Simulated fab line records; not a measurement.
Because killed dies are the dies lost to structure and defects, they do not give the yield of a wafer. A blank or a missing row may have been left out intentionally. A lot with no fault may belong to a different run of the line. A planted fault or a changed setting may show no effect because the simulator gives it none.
8D (eight disciplines) problem report, filled in by code | flow nand-harc | the parts of the form that need people (team, actions taken, sign-off) are left out

## 1. WHAT WENT WRONG
Mean of cd-nm at NHARC_P_M0_CD_MEAS_09: 84.7 nm across 6 wafers in 2 lots; on wafers with no fault it is 89.8 nm (standard deviation 0.5). That puts it -10 standard deviations away from the usual mean.
The step: target cd 90 nm.
First seen on wafer L850.1, day 14 06:32, on cd-sem-02. At this step, 30 wafers from 10 lots have a number in the record. The rule behind "out" and "out of limits": a value lying over 4 standard deviations away from the usual mean. The other wafers with a number count as sound.

## 2. WHAT IT IS; WHAT IT IS NOT
question                    | is                     | is not
which readings at this step | cd-nm                  | -
which lots                  | L850, L854             | L833, L836, L837, L838, L842, L843, L845, L852
which wafers of those lots  | all that have a number | -
read on which gauges        | cd-sem-02              | cd-sem-01, cd-sem-03
when                        | from day 14 06:32      | up to then (21 sound wafers); but 3 sound wafers of L852 came after

## 3. WHAT RULES OUT EACH SUSPECT
Counting: any tool at a process step up to the reading is kept as a suspect provided that every lot that is out went through it and no sound lot did after the first of them.
- the gauge at NHARC_P_M0_CD_MEAS_09: ruled out. All the wafers that are out were read on cd-sem-02, but those of them that NHARC_P_M0_EXPOSE_06 has rows for are out there too, on other tools.
- arfi-scanner-02 at NHARC_P_M0_EXPOSE_06 (exposes mask P M0, target cd 90 nm): kept. It processed each lot that is out, first L850 at day 14 06:23, and no sound lot thereafter; up to then, the last sound lot it processed was L842 at day 10 18:01. Its own exposure-dose-mJ-cm2 readings are out on those wafers.
After counting, what remains is arfi-scanner-02 at NHARC_P_M0_EXPOSE_06.

## 4. THE CAUSE (what the simulator had put in)
Drift in process parameters on arfi-scanner-02 at NHARC_P_M0_EXPOSE_06, starting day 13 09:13. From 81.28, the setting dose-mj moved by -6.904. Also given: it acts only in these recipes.
The count eliminated every tool but this one.

## 5. THE EFFECT CHAIN, in route order
Each row: a reading whose mean over the struck wafers that have a number lies more than 3 standard deviations from the usual. Readings are gone through only where the record gives a usual standard deviation; hours: the median, over the lots, of the time from a lot's start at the first step in this table giving one to that lot's start at this step; sigmas: the change measured in usual standard deviations.
hours | step                  | reading              | usual   | on struck wafers | change | sigmas
0     | NHARC_P_M0_EXPOSE_06  | exposure-dose-mJ-cm2 | 81.27   | 75.12            | -6.15  | -81
0     | NHARC_P_M0_CD_MEAS_09 | cd-nm                | 89.8 nm | 84.7             | -5.1   | -10
1     | NHARC_P_M0_CD_MEAS_16 | cd-nm                | 89.8 nm | 84.5             | -5.3   | -7.8
The process steps in it:
- NHARC_P_M0_EXPOSE_06: exposes mask P M0, target cd 90 nm.

## 6. HOW IT WOULD HAVE BEEN CAUGHT EARLIER
Counted from the fault's start at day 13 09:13, it took 21 hours until the first out-of-limits reading at a measuring or inspecting step in this record, taken at day 14 06:32.
At NHARC_P_M0_EXPOSE_06, the tool's own readings (exposure-dose-mJ-cm2) were out on each struck wafer the step has a row for, so an alarm limit on them would have fired on the first such wafer.
Lots out: 2; of these, L854 started NHARC_P_M0_EXPOSE_06 on arfi-scanner-02 after day 14 06:32. A tool hold placed at that time would have kept it from harm.
